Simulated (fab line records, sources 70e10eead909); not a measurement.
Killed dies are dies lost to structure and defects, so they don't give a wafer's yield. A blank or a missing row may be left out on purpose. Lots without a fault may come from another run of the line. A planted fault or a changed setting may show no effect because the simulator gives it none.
Which tool did it? | flow nand_harc | 14 lots, 42 wafers sampled, at 5 steps of a route of 1302

WHAT THE GAUGES READ, wafer by wafer
NHARC_END_SORT_01. Usual: defect_limited_yield 90 %, standard deviation 3.3; killed_at_array 61, standard deviation 23; killed_at_other 1.3, standard deviation 1.4; killed_at_periphery 4.0, standard deviation 2.6; killed_dies 66, standard deviation 22; killed_open 3.4, standard deviation 1.8; killed_short 2.3, standard deviation 1.4.
lot  | measured     | on        | defect_limited_yield (%) | killed_at_array | killed_at_other | killed_at_periphery | killed_dies | killed_open | killed_short | flag
L641 | day 26 21:11 | prober-02 | 96 95 95                 | 26 33 30        | 1 1 0           | 3 2 2               | 30 36 32    | 6 3 2       | 4 3 2        |
L645 | day 28 20:26 | prober-02 | 96 0 97                  | 21 669 17       | 1 4 2           | 2 4 1               | 24 677 20   | 0 1 2       | 0 5 2        | OFF
L647 | day 29 05:47 | prober-01 | 90 0 91                  | 64 674 56       | 4 1 0           | 1 2 5               | 69 677 61   | 4 5 4       | 3 1 4        | OFF

WHICH TOOL RAN EACH LOT (tool, then ch and the chambers of the sampled wafers, then the start)
lot  | NHARC_A_M0_DEP_00               | NHARC_A_BONDPAD_PVD_17                  | NHARC_THIN_TSV_ETCH_15           | NHARC_THIN_TSV_STRIP_56
L635 | pecvd-03 ch 0,1,2, day 23 01:53 | pvd_sputter-01, day 24 05:49 or earlier | rie_si-02 ch 1,2,3, day 24 05:49 | plasma_asher-02 ch 0,1, day 24 11:23
L637 | pecvd-01 ch 0,1,2, day 23 11:03 | pvd_sputter-02, day 24 13:04 or earlier | rie_si-01 ch 0,1,2, day 24 13:04 | plasma_asher-01 ch 0,1, day 24 18:49
L639 | pecvd-01 ch 0,1,2, day 24 04:40 | pvd_sputter-01, day 25 06:48 or earlier | rie_si-06 ch 0,1,3, day 25 06:48 | plasma_asher-02 ch 0,1, day 25 12:26
L638 | pecvd-04 ch 0,1,2, day 24 05:23 | pvd_sputter-02, day 25 07:52 or earlier | rie_si-01 ch 0,1,3, day 25 07:52 | plasma_asher-01 ch 0,1, day 25 13:29
L640 | pecvd-03 ch 0,1,2, day 24 22:26 | pvd_sputter-03, day 26 01:49 or earlier | rie_si-02 ch 0,1,2, day 26 01:49 | plasma_asher-01 ch 0,1, day 26 07:47
L641 | pecvd-03 ch 0,1, day 25 04:01   | pvd_sputter-02, day 26 06:01 or earlier | rie_si-02 ch 1,3, day 26 06:01   | plasma_asher-02 ch 0,1, day 26 12:01
L643 | pecvd-03 ch 0,1,2, day 26 03:22 | pvd_sputter-01, day 27 03:50 or earlier | rie_si-01 ch 0,2,3, day 27 03:50 | plasma_asher-01 ch 0,1, day 27 09:31
L645 | pecvd-03 ch 0,1,2, day 27 02:59 | pvd_sputter-02, day 28 05:36 or earlier | rie_si-06 ch 3, day 28 05:36     | plasma_asher-01 ch 0,1, day 28 11:16
L647 | pecvd-03 ch 0,1,2, day 27 14:02 | pvd_sputter-03, day 28 15:20 or earlier | rie_si-02 ch 0,3, day 28 15:20   | plasma_asher-01 ch 0, day 28 21:26
L654 | pecvd-03 ch 0,1,2, day 30 22:02 | pvd_sputter-02, day 32 03:29 or earlier | rie_si-01 ch 0,1,3, day 32 03:29 | plasma_asher-02 ch 0,1, day 32 09:30
L656 | pecvd-01 ch 0,1,2, day 31 10:33 | pvd_sputter-03, day 32 12:22 or earlier | rie_si-02 ch 0,1,2, day 32 12:22 | plasma_asher-01 ch 0,1, day 32 17:59
L657 | pecvd-01 ch 0,1,2, day 31 11:37 | pvd_sputter-03, day 32 13:34 or earlier | rie_si-06 ch 1,2,3, day 32 13:34 | plasma_asher-02 ch 0,1, day 32 19:18
L655 | pecvd-04 ch 0,1, day 31 19:52   | pvd_sputter-01, day 32 21:35 or earlier | rie_si-02 ch 1,3, day 32 21:35   | plasma_asher-01 ch 0, day 33 03:23
L658 | pecvd-04 ch 0,2, day 31 23:19   | pvd_sputter-03, day 32 22:46 or earlier | rie_si-06 ch 0,1,2, day 32 22:46 | plasma_asher-01 ch 0,1, day 33 04:35
- NHARC_A_M0_DEP_00: deposits SiOC, target thk 150 nm.
- NHARC_A_BONDPAD_PVD_17: deposits TaN, target thk 5 nm, time 8.06 s.
- NHARC_THIN_TSV_ETCH_15: target depth 3000 nm, bosch target overetch cycles 2, bosch etch step 2.8 s.
- NHARC_THIN_TSV_STRIP_56: strips in O2.

WHAT THE TOOLS THEMSELVES READ (means of the sampled wafers that have a number; where no wafer has one, the mark that the record gives instead)
NHARC_A_BONDPAD_PVD_17. Usual: bias_v 168.5 V, standard deviation 1.7; throttle_valve_pct 30.3 %, standard deviation 1.1.
lot  | tool           | bias_v (V) | throttle_valve_pct (%) | flag
L635 | pvd_sputter-01 | 166.1      | 29.5                   |
L637 | pvd_sputter-02 | 169.2      | 31.0                   |
L639 | pvd_sputter-01 | 171.0      | 29.6                   |
L638 | pvd_sputter-02 | 168.4      | 31.4                   |
L640 | pvd_sputter-03 | 166.0      | 30.0                   |
L641 | pvd_sputter-02 | 167.6      | 30.5                   |
L643 | pvd_sputter-01 | 168.3      | 29.9                   |
L645 | pvd_sputter-02 | 166.5      | 30.1                   |
L647 | pvd_sputter-03 | 170.8      | 30.7                   |
L654 | pvd_sputter-02 | 169.6      | 30.3                   |
L656 | pvd_sputter-03 | 170.2      | 30.2                   |
L657 | pvd_sputter-03 | 168.6      | 30.5                   |
L655 | pvd_sputter-01 | 169.3      | 30.1                   |
L658 | pvd_sputter-03 | 169.1      | 30.3                   |

NHARC_THIN_TSV_ETCH_15. Usual: drypump_motor_current_A 5.70 A, standard deviation 0.29.
lot  | tool      | drypump_motor_current_A (A) | flag
L635 | rie_si-02 | 5.63                        |
L637 | rie_si-01 | 5.69                        |
L639 | rie_si-06 | 5.80                        |
L638 | rie_si-01 | 5.55                        |
L640 | rie_si-02 | 5.74                        |
L641 | rie_si-02 | 5.60                        |
L643 | rie_si-01 | 5.42                        |
L645 | rie_si-06 | 6.00                        |
L647 | rie_si-02 | 5.83                        |
L654 | rie_si-01 | 5.53                        |
L656 | rie_si-02 | 5.76                        |
L657 | rie_si-06 | 5.61                        |
L655 | rie_si-02 | 5.59                        |
L658 | rie_si-06 | 5.63                        |

NHARC_THIN_TSV_STRIP_56. Usual: drypump_motor_current_A 6.10 A, standard deviation 0.15; heater_power_w 313 W, standard deviation 25.
lot  | tool            | drypump_motor_current_A (A) | heater_power_w (W) | flag
L635 | plasma_asher-02 | 5.95                        | 335                |
L637 | plasma_asher-01 | 6.22                        | 294                |
L639 | plasma_asher-02 | 5.95                        | 336                |
L638 | plasma_asher-01 | 6.24                        | 299                |
L640 | plasma_asher-01 | 6.20                        | 310                |
L641 | plasma_asher-02 | 5.90                        | 326                |
L643 | plasma_asher-01 | 6.21                        | 309                |
L645 | plasma_asher-01 | 6.21                        | 306                |
L647 | plasma_asher-01 | 6.17                        | 322                |
L654 | plasma_asher-02 | 5.93                        | 344                |
L656 | plasma_asher-01 | 6.23                        | 297                |
L657 | plasma_asher-02 | 5.95                        | 338                |
L655 | plasma_asher-01 | 6.20                        | 301                |
L658 | plasma_asher-01 | 6.25                        | 295                |

THE ANSWER, worked out from the rows above alone
Rule: a lot is off if the mean of its wafers that have a number lies more than 3 standard deviations from the usual mean. A lot without any number at a reading at which 4 lots or more have one is off too. The other lots that the step has rows for count as sound. The gauges are gone through in route order, then the tools' own readings, and for those a lot's mean is taken as printed above. The first step at which some lot is off is used, and at that step the reading that is off furthest; a lot without a number counts as furthest.
Off: L645, L647, at NHARC_END_SORT_01 (killed_dies). Neither off nor sound, because the step has no rows for them: L635, L637, L639, L638, L640, L643, L654, L656, L657, L655, L658.
A tool fits if, at a process step before that reading, it ran every lot that is off, and no sound lot after the first of them. The gauges at NHARC_END_SORT_01 are tried like those tools. NHARC_A_BONDPAD_PVD_17 gives no start for some lots, so the hours and the order of its lots are those of NHARC_THIN_TSV_ETCH_15. Can't be told from this: 2 tools fit, pecvd-03 at NHARC_A_M0_DEP_00, plasma_asher-01 at NHARC_THIN_TSV_STRIP_56.

WHAT THE SIMULATOR HAD PUT IN
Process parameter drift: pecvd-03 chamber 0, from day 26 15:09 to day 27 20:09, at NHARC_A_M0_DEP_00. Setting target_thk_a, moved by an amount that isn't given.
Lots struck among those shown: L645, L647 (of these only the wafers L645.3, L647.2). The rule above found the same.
